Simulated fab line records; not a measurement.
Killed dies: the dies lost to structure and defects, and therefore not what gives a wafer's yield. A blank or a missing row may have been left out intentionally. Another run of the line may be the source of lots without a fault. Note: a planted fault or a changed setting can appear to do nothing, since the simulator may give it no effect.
Matching of chambers -- flow nand_harc -- pecvd-01 running NHARC_A_M0_DEP_32: 3 sister chambers
The step deposits SiCN, target thk 30 nm. 18 wafers are shown with their chamber, then 9 later ones without.

## WAFERS WITH THEIR CHAMBER
wafer,chamber,heater_power_w (W)
L075.1,0,445
L075.4,1,647
L075.6,0,447
L078.1,1,674
L078.3,2,745
L078.5,0,477
L082.1,0,510
L082.4,2,747
L082.5,0,507
L086.1,2,669
L086.3,0,423
L086.4,1,663
L085.1,0,420
L085.4,1,635
L085.6,2,767
L083.2,1,663
L083.3,0,513
L083.5,2,773

SIGNATURES (averages over the wafers above)
reading,chamber 0,chamber 1,chamber 2,scatter within a chamber
heater_power_w,467.75,656.40,740.20,35.2
Rule: distance of a wafer from a chamber = root of the sum over the readings of ((wafer's reading minus chamber's mean) / reading's scatter) squared. The wafer belongs to the nearest chamber; if the next one is less than 2 further off, it can't be placed. The scatter: the root of (the sum of the squares of (reading less its chamber's mean) over the shown wafers, divided by (wafers less chambers)).

## WAFERS WHOSE CHAMBER IS MISSING
wafer,heater_power_w (W)
L084.1,730
L084.2,518
L084.4,512
L089.1,770
L089.4,495
L089.5,758
L093.4,513
L093.5,661
L093.6,694

## CHAMBER TAKEN BY EACH
wafer,from the rows above,in truth
L084.1,can't be placed: 2 or 1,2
L084.2,0,0
L084.4,0,0
L089.1,2,2
L089.4,0,0
L089.5,2,2
L093.4,0,0
L093.5,1,1
L093.6,can't be placed: 1 or 2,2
7 of 9 placed correctly. Not placeable from these rows: 2 (in 2, the candidates include the true chamber). Wrongly placed: 0.
